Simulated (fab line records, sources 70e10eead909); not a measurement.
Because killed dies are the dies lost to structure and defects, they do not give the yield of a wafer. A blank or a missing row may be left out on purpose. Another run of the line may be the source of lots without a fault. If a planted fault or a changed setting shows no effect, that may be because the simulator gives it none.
fab line records / flow nand_harc
record: lots: 6 wafers: 18 last_day: 24
route steps=1159 shown P_GATE@118
lots untouched by any fault: they come from a run of this same line in which no faults occurred
start_h: hours from the record's first day to the start of the lot's first wafer shown / wait_h: how many hours have passed since the lot's step before this one / " same as the row above / L1.1+2: one row covering several wafers at once / - either no value or no given start / * or withheld: withheld / < > ~ a bound
route shown NAME@n: NAME is a module with steps in the file, n the number in the route of the first one / usual: mean/standard deviation taken from wafers without a fault / same: alike in all rows / chamber/n: place in a boat / sites: each site's reading / _std_site: their standard deviation / _edge_site: inner sites' mean taken away from outer sites' mean / radius_mm: for every site, how far away it sits from the centre of the wafer / mask NAME#n: copy n / behind: the last tool/chamber to shape the wafer / hold: why the lot went on hold/how many hours it stayed there/how the hold came to an end / device: transistor that didn't switch, given as n, p or np / end of line: tests run on the same wafers once the route is complete / step lacking rows: just its recipe / killed: dies lost to structure and defects at the first sort, not the wafer's yield / map: a wafer's dies, marking killed ones x, the rest . and places with no die _
set.NAME: the run value of the setting; set.NAME@STEP: its run value at that earlier step / model.NAME: the simulator's own value behind a step, which no gauge read
lots at selected steps of the route; one table per step, one row per wafer
services: a tool's chamber out of use, with start hour (start_h, from the record's first day; less than 0 if before it), hours out, and reason
== steps ==
step: NHARC_P_GATE_EBR_07
step: NHARC_P_GATE_EXPOSE_08
recipe: na: 0.6 dose_mj: 16.75 mask_id: P_HV
step: NHARC_P_GATE_PEB_09
recipe: peb_temp_c: 118 peb_time_s: 85
step: NHARC_P_GATE_DEVELOP_10
recipe: time_s: 70
step: NHARC_P_GATE_CD_MEAS_11
recipe: target_cd_nm: 1640 landing_energy_ev: 500
usual: cd_nm: 1639.9/1.3
lot.wafer=L835.3 tool=cd_sem-02 chamber=0 start_h=90.80 wait_h=- cd_nm=1641.4
lot.wafer=L835.4 tool=cd_sem-02 chamber=0 start_h=90.80 wait_h=- cd_nm=1640.1
lot.wafer=L835.5 tool=cd_sem-02 chamber=0 start_h=90.80 wait_h=- cd_nm=1640.3
lot.wafer=L837.1 tool=cd_sem-02 chamber=0 start_h=98.99 wait_h=- cd_nm=1639.8
lot.wafer=L837.3 tool=cd_sem-02 chamber=0 start_h=98.99 wait_h=- cd_nm=1640.9
lot.wafer=L837.4 tool=cd_sem-02 chamber=0 start_h=98.99 wait_h=- cd_nm=1641.6
lot.wafer=L841.3 tool=cd_sem-01 chamber=0 start_h=130.14 wait_h=- cd_nm=1639.6
lot.wafer=L841.4 tool=cd_sem-01 chamber=0 start_h=130.14 wait_h=- cd_nm=1640.2
lot.wafer=L841.6 tool=cd_sem-01 chamber=0 start_h=130.14 wait_h=- cd_nm=1641.8
lot.wafer=L843.2 tool=cd_sem-01 chamber=0 start_h=142.06 wait_h=- cd_nm=1641.7
lot.wafer=L843.4 tool=cd_sem-01 chamber=0 start_h=142.06 wait_h=- cd_nm=1639.8
lot.wafer=L843.5 tool=cd_sem-01 chamber=0 start_h=142.06 wait_h=- cd_nm=1639.1
lot.wafer=L845.2 tool=cd_sem-03 chamber=0 start_h=155.22 wait_h=- cd_nm=1638.4
lot.wafer=L845.3 tool=cd_sem-03 chamber=0 start_h=155.22 wait_h=- cd_nm=1638.3
lot.wafer=L845.4 tool=cd_sem-03 chamber=0 start_h=155.22 wait_h=- cd_nm=1638.1
lot.wafer=L849.1 tool=cd_sem-01 chamber=0 start_h=178.90 wait_h=- cd_nm=1643.4
lot.wafer=L849.2 tool=cd_sem-01 chamber=0 start_h=178.90 wait_h=- cd_nm=1641.0
lot.wafer=L849.5 tool=cd_sem-01 chamber=0 start_h=178.90 wait_h=- cd_nm=1639.1
step: NHARC_P_GATE_HARDBAKE_12
recipe: temp_c: 125 time_s: 80
step: NHARC_P_GATE_DESCUM_13
recipe: time_s: 3 o2_flow_sccm: 200 ar_flow_sccm: 0 bias_power_w: 0 chemistry: O2
usual: drypump_motor_current_A: 5.8/0.43 oes_product_au: 1.000/0.0074 rf_vpp_V: 57.8/0.94 showerhead_plenum_p_Torr: 1.92/0.094 throttle_valve_pct: 11.311/0.0089
lot.wafer=L835.3 tool=rie_diel-01 chamber=2 start_h=90.97 wait_h=- drypump_motor_current_A=5.6 oes_product_au=1.003 rf_hours_counter_h=22 rf_vpp_V=56.4 showerhead_plenum_p_Torr=1.81 throttle_valve_pct=11.304
lot.wafer=L835.4 tool=rie_diel-01 chamber=0 start_h=90.97 wait_h=- drypump_motor_current_A=5.3 oes_product_au=1.011 rf_hours_counter_h=24 rf_vpp_V=58.0 showerhead_plenum_p_Torr=1.97 throttle_valve_pct=11.316
lot.wafer=L835.5 tool=rie_diel-01 chamber=2 start_h=90.97 wait_h=- drypump_motor_current_A=5.5 oes_product_au=0.999 rf_hours_counter_h=- rf_vpp_V=56.6 showerhead_plenum_p_Torr=1.81 throttle_valve_pct=11.316
lot.wafer=L837.4 tool=rie_diel-04 chamber=3 start_h=99.15 wait_h=- drypump_motor_current_A=6.0 oes_product_au=1.002 rf_hours_counter_h=53 rf_vpp_V=56.0 showerhead_plenum_p_Torr=2.03 throttle_valve_pct=11.303
lot.wafer=L837.3 tool=rie_diel-04 chamber=1 start_h=99.15 wait_h=- drypump_motor_current_A=6.2 oes_product_au=0.988 rf_hours_counter_h=55 rf_vpp_V=57.7 showerhead_plenum_p_Torr=1.78 throttle_valve_pct=11.317
lot.wafer=L837.1 tool=rie_diel-04 chamber=2 start_h=99.15 wait_h=- drypump_motor_current_A=5.6 oes_product_au=1.001 rf_hours_counter_h=52 rf_vpp_V=57.5 showerhead_plenum_p_Torr=1.80 throttle_valve_pct=11.310
lot.wafer=L841.4 tool=rie_diel-01 chamber=3 start_h=130.33 wait_h=- drypump_motor_current_A=5.6 oes_product_au=0.994 rf_hours_counter_h=28 rf_vpp_V=57.6 showerhead_plenum_p_Torr=2.01 throttle_valve_pct=11.319
lot.wafer=L841.3 tool=rie_diel-01 chamber=1 start_h=130.33 wait_h=- drypump_motor_current_A=5.7 oes_product_au=0.992 rf_hours_counter_h=30 rf_vpp_V=58.5 showerhead_plenum_p_Torr=2.00 throttle_valve_pct=11.319
lot.wafer=L841.6 tool=rie_diel-01 chamber=2 start_h=130.33 wait_h=- drypump_motor_current_A=5.5 oes_product_au=0.993 rf_hours_counter_h=- rf_vpp_V=56.2 showerhead_plenum_p_Torr=1.81 throttle_valve_pct=11.299
lot.wafer=L843.2 tool=rie_diel-03 chamber=0 start_h=142.23 wait_h=- drypump_motor_current_A=5.2 oes_product_au=1.001 rf_hours_counter_h=36 rf_vpp_V=55.8 showerhead_plenum_p_Torr=1.79 throttle_valve_pct=11.302
lot.wafer=L843.4 tool=rie_diel-03 chamber=2 start_h=142.23 wait_h=- drypump_motor_current_A=6.7 oes_product_au=1.004 rf_hours_counter_h=34 rf_vpp_V=57.4 showerhead_plenum_p_Torr=1.92 throttle_valve_pct=11.299
lot.wafer=L843.5 tool=rie_diel-03 chamber=3 start_h=142.23 wait_h=- drypump_motor_current_A=6.4 oes_product_au=1.000 rf_hours_counter_h=- rf_vpp_V=57.3 showerhead_plenum_p_Torr=2.03 throttle_valve_pct=11.314
lot.wafer=L845.3 tool=rie_diel-01 chamber=0 start_h=155.37 wait_h=- drypump_motor_current_A=5.3 oes_product_au=1.003 rf_hours_counter_h=2 rf_vpp_V=59.2 showerhead_plenum_p_Torr=1.97 throttle_valve_pct=11.328
lot.wafer=L845.4 tool=rie_diel-01 chamber=1 start_h=155.37 wait_h=- drypump_motor_current_A=5.7 oes_product_au=0.996 rf_hours_counter_h=1 rf_vpp_V=56.7 showerhead_plenum_p_Torr=1.99 throttle_valve_pct=11.311
lot.wafer=L845.2 tool=rie_diel-01 chamber=2 start_h=155.37 wait_h=- drypump_motor_current_A=5.5 oes_product_au=0.991 rf_hours_counter_h=1 rf_vpp_V=56.8 showerhead_plenum_p_Torr=1.81 throttle_valve_pct=11.320
lot.wafer=L849.1 tool=rie_diel-04 chamber=0 start_h=179.07 wait_h=- drypump_motor_current_A=6.0 oes_product_au=0.998 rf_hours_counter_h=22 rf_vpp_V=58.9 showerhead_plenum_p_Torr=1.97 throttle_valve_pct=11.309
lot.wafer=L849.2 tool=rie_diel-04 chamber=1 start_h=179.07 wait_h=- drypump_motor_current_A=6.1 oes_product_au=0.996 rf_hours_counter_h=21 rf_vpp_V=56.7 showerhead_plenum_p_Torr=1.78 throttle_valve_pct=11.298
lot.wafer=L849.5 tool=rie_diel-04 chamber=0 start_h=179.07 wait_h=- drypump_motor_current_A=6.0 oes_product_au=1.008 rf_hours_counter_h=- rf_vpp_V=59.1 showerhead_plenum_p_Torr=1.97 throttle_valve_pct=11.326
step: NHARC_P_GATE_ETCH_14
recipe: target_depth_a: 488 chemistry: dHF material: SiO2
step: NHARC_P_GATE_STRIP_15
recipe: time_s: 780 temp_c: 130 chemistry: SPM
step: NHARC_P_GATE_PRECLEAN_71
recipe: time_s: * temp_c: 50 bath_age_min: 0 chemistry: SC1
step: NHARC_P_GATE_SRD_72
step: NHARC_P_GATE_OXIDE_16
recipe: target_thk_a: 30 temp_c: 875 ox_time_s: 392 material: SiO2
step: NHARC_P_GATE_CVD_17
recipe: target_thk_a: 1500 temp_c: 620 time_s: 900 material: poly-Si
usual: spike_tc_upper_C: 620.2/1.3 zone_power_centre_pct: 9.1/1 zone_power_top_pct: 18.5/1.1
lot.wafer=L835.3 tool=lpcvd_poly-02 chamber=0 start_h=102.29 wait_h=2.5 spike_tc_upper_C=620.8 zone_power_centre_pct=9.5 zone_power_top_pct=18.9
lot.wafer=L835.4 tool=lpcvd_poly-02 chamber=0 start_h=102.29 wait_h=2.5 spike_tc_upper_C=620.2 zone_power_centre_pct=9.3 zone_power_top_pct=19.0
lot.wafer=L835.5 tool=lpcvd_poly-02 chamber=0 start_h=102.29 wait_h=2.5 spike_tc_upper_C=622.6 zone_power_centre_pct=9.4 zone_power_top_pct=18.9
lot.wafer=L837.1 tool=lpcvd_poly-02 chamber=0 start_h=108.35 wait_h=2.5 spike_tc_upper_C=619.9 zone_power_centre_pct=9.5 zone_power_top_pct=19.1
lot.wafer=L837.3 tool=lpcvd_poly-02 chamber=0 start_h=108.35 wait_h=2.5 spike_tc_upper_C=622.4 zone_power_centre_pct=9.3 zone_power_top_pct=18.3
lot.wafer=L837.4 tool=lpcvd_poly-02 chamber=0 start_h=108.35 wait_h=2.5 spike_tc_upper_C=620.6 zone_power_centre_pct=9.4 zone_power_top_pct=18.9
lot.wafer=L841.3 tool=lpcvd_poly-03 chamber=0 start_h=139.69 wait_h=2.7 spike_tc_upper_C=619.9 zone_power_centre_pct=10.2 zone_power_top_pct=19.4
lot.wafer=L841.4 tool=lpcvd_poly-03 chamber=0 start_h=139.69 wait_h=2.7 spike_tc_upper_C=618.5 zone_power_centre_pct=10.2 zone_power_top_pct=19.6
lot.wafer=L841.6 tool=lpcvd_poly-03 chamber=0 start_h=139.69 wait_h=2.7 spike_tc_upper_C=618.7 zone_power_centre_pct=10.2 zone_power_top_pct=19.6
lot.wafer=L843.2 tool=lpcvd_poly-03 chamber=0 start_h=151.57 wait_h=2.7 spike_tc_upper_C=618.5 zone_power_centre_pct=10.4 zone_power_top_pct=19.7
lot.wafer=L843.4 tool=lpcvd_poly-03 chamber=0 start_h=151.57 wait_h=2.7 spike_tc_upper_C=619.3 zone_power_centre_pct=10.2 zone_power_top_pct=19.9
lot.wafer=L843.5 tool=lpcvd_poly-03 chamber=0 start_h=151.57 wait_h=2.7 spike_tc_upper_C=620.2 zone_power_centre_pct=10.3 zone_power_top_pct=19.4
lot.wafer=L845.2 tool=lpcvd_poly-04 chamber=0 start_h=164.92 wait_h=2.9 spike_tc_upper_C=619.5 zone_power_centre_pct=7.3 zone_power_top_pct=16.4
lot.wafer=L845.3 tool=lpcvd_poly-04 chamber=0 start_h=164.92 wait_h=2.9 spike_tc_upper_C=618.3 zone_power_centre_pct=7.3 zone_power_top_pct=16.3
lot.wafer=L845.4 tool=lpcvd_poly-04 chamber=0 start_h=164.92 wait_h=2.9 spike_tc_upper_C=619.6 zone_power_centre_pct=7.3 zone_power_top_pct=16.5
lot.wafer=L845.2 tool=lpcvd_poly-04 chamber=0 start_h=167.71 wait_h=0.5 spike_tc_upper_C=620.4 zone_power_centre_pct=7.2 zone_power_top_pct=16.9
lot.wafer=L845.3 tool=lpcvd_poly-04 chamber=0 start_h=167.71 wait_h=0.5 spike_tc_upper_C=620.2 zone_power_centre_pct=7.2 zone_power_top_pct=16.7
lot.wafer=L845.4 tool=lpcvd_poly-04 chamber=0 start_h=167.71 wait_h=0.5 spike_tc_upper_C=619.5 zone_power_centre_pct=7.2 zone_power_top_pct=16.5
lot.wafer=L849.1 tool=lpcvd_poly-02 chamber=0 start_h=191.56 wait_h=2.5 spike_tc_upper_C=621.7 zone_power_centre_pct=9.3 zone_power_top_pct=18.5
lot.wafer=L849.2 tool=lpcvd_poly-02 chamber=0 start_h=191.56 wait_h=2.5 spike_tc_upper_C=620.2 zone_power_centre_pct=9.4 zone_power_top_pct=18.8
lot.wafer=L849.5 tool=lpcvd_poly-02 chamber=0 start_h=191.56 wait_h=2.5 spike_tc_upper_C=622.1 zone_power_centre_pct=9.2 zone_power_top_pct=19.0
lot.wafer=L849.1 tool=lpcvd_poly-03 chamber=0 start_h=194.73 wait_h=0.9 spike_tc_upper_C=618.3 zone_power_centre_pct=10.0 zone_power_top_pct=19.8
lot.wafer=L849.2 tool=lpcvd_poly-03 chamber=0 start_h=194.73 wait_h=0.9 spike_tc_upper_C=619.5 zone_power_centre_pct=10.3 zone_power_top_pct=19.7
lot.wafer=L849.5 tool=lpcvd_poly-03 chamber=0 start_h=194.73 wait_h=0.9 spike_tc_upper_C=619.0 zone_power_centre_pct=10.3 zone_power_top_pct=19.5
step: NHARC_P_GATE_HM_DEP_102
recipe: target_thk_a: 1200 temp_c: 400 material: aC
usual: throttle_valve_pct: 35.000/0.0091
lot.wafer=L835.3 tool=acl_dep-02 chamber=0 start_h=108.25 wait_h=3.7 throttle_valve_pct=35.018
lot.wafer=L835.4 tool=acl_dep-02 chamber=0 start_h=108.25 wait_h=3.7 throttle_valve_pct=34.998
lot.wafer=L835.5 tool=acl_dep-02 chamber=0 start_h=108.25 wait_h=3.7 throttle_valve_pct=34.987
lot.wafer=L837.1 tool=acl_dep-03 chamber=0 start_h=111.19 wait_h=0.6 throttle_valve_pct=35.002
lot.wafer=L837.3 tool=acl_dep-03 chamber=0 start_h=111.19 wait_h=0.6 throttle_valve_pct=35.012
lot.wafer=L837.4 tool=acl_dep-03 chamber=0 start_h=111.19 wait_h=0.6 throttle_valve_pct=34.985
lot.wafer=L841.3 tool=acl_dep-03 chamber=0 start_h=143.35 wait_h=1.4 throttle_valve_pct=35.003
lot.wafer=L841.4 tool=acl_dep-03 chamber=0 start_h=143.35 wait_h=1.4 throttle_valve_pct=34.994
lot.wafer=L841.6 tool=acl_dep-03 chamber=0 start_h=143.35 wait_h=1.4 throttle_valve_pct=34.990
lot.wafer=L843.2 tool=acl_dep-02 chamber=0 start_h=154.28 wait_h=0.5 throttle_valve_pct=35.000
lot.wafer=L843.4 tool=acl_dep-02 chamber=0 start_h=154.28 wait_h=0.5 throttle_valve_pct=34.997
lot.wafer=L843.5 tool=acl_dep-02 chamber=0 start_h=154.28 wait_h=0.5 throttle_valve_pct=34.998
lot.wafer=L845.2 tool=acl_dep-03 chamber=0 start_h=171.72 wait_h=1.7 throttle_valve_pct=35.001
lot.wafer=L845.3 tool=acl_dep-03 chamber=0 start_h=171.72 wait_h=1.7 throttle_valve_pct=35.004
lot.wafer=L845.4 tool=acl_dep-03 chamber=0 start_h=171.72 wait_h=1.7 throttle_valve_pct=34.992
lot.wafer=L849.1 tool=acl_dep-01 chamber=0 start_h=198.12 wait_h=1.1 throttle_valve_pct=34.986
lot.wafer=L849.2 tool=acl_dep-01 chamber=0 start_h=198.12 wait_h=1.1 throttle_valve_pct=34.993
lot.wafer=L849.5 tool=acl_dep-01 chamber=0 start_h=198.12 wait_h=1.1 throttle_valve_pct=34.999
== services ==
tool=rie_diel-01 chamber=0 start_h=68.03 hours=- kind=clean
tool=rie_diel-01 chamber=1 start_h=68.03 hours=- kind=clean
tool=rie_diel-01 chamber=2 start_h=68.03 hours=- kind=clean
tool=rie_diel-01 chamber=3 start_h=68.03 hours=- kind=clean
tool=rie_diel-01 chamber=3 start_h=68.88 hours=7.0 kind=repair
tool=rie_diel-01 chamber=0 start_h=92.61 hours=- kind=clean
tool=rie_diel-01 chamber=1 start_h=92.61 hours=- kind=clean
tool=rie_diel-01 chamber=2 start_h=92.61 hours=- kind=clean
tool=rie_diel-01 chamber=3 start_h=92.61 hours=- kind=clean
tool=rie_diel-04 chamber=- start_h=112.24 hours=9.0 kind=pm
tool=acl_dep-01 chamber=- start_h=113.29 hours=13.0 kind=pm
tool=rie_diel-01 chamber=0 start_h=117.11 hours=- kind=clean
tool=rie_diel-01 chamber=1 start_h=117.11 hours=- kind=clean
tool=rie_diel-01 chamber=2 start_h=117.11 hours=- kind=clean
tool=rie_diel-01 chamber=3 start_h=117.11 hours=- kind=clean
tool=rie_diel-03 chamber=3 start_h=123.73 hours=5.0 kind=repair
tool=rie_diel-01 chamber=- start_h=137.83 hours=9.0 kind=pm
tool=rie_diel-01 chamber=0 start_h=137.83 hours=9.0 kind=vent_cycle
tool=rie_diel-01 chamber=1 start_h=137.83 hours=9.0 kind=vent_cycle
tool=rie_diel-01 chamber=2 start_h=137.83 hours=9.0 kind=vent_cycle
tool=rie_diel-01 chamber=3 start_h=137.83 hours=9.0 kind=vent_cycle
tool=acl_dep-02 chamber=- start_h=168.24 hours=13.0 kind=pm
tool=rie_diel-04 chamber=- start_h=186.22 hours=1.5 kind=repair
tool=rie_diel-04 chamber=3 start_h=192.49 hours=1.6 kind=repair
== key ==
first_sign: step: NHARC_P_GATE_CVD_17 reading: visit direction: added
effect none on later readings
met_at NHARC_P_GATE_CVD_17
struck_wafers L845.2,L845.3,L845.4,L849.1,L849.2,L849.5
rows_end L849.1,L849.2
sort_left_out L845.2,L845.3,L845.4,L849.5
tester_left_out L845,L849
fault: kind: repeated_step_whole tool: lpcvd_poly-02,lpcvd_poly-03,lpcvd_poly-04 chamber: - onset_h: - steps: NHARC_P_GATE_CVD_17 times: 1 scope: struck_lots_only
tester_left_out: of these lots the tester's yield and bins aren't shown, on N5 and GAA mostly nor the transistor test; their killed dies are dies lost to structure and defects alone, not to doping, threshold or leakage, so they don't give the yield
sort_left_out: the simulated sort isn't trusted on such a fault, so these wafers' sort isn't shown, and their yield isn't known
rows_end: these wafers met a further fault down the route, and their rows from its step on are left out
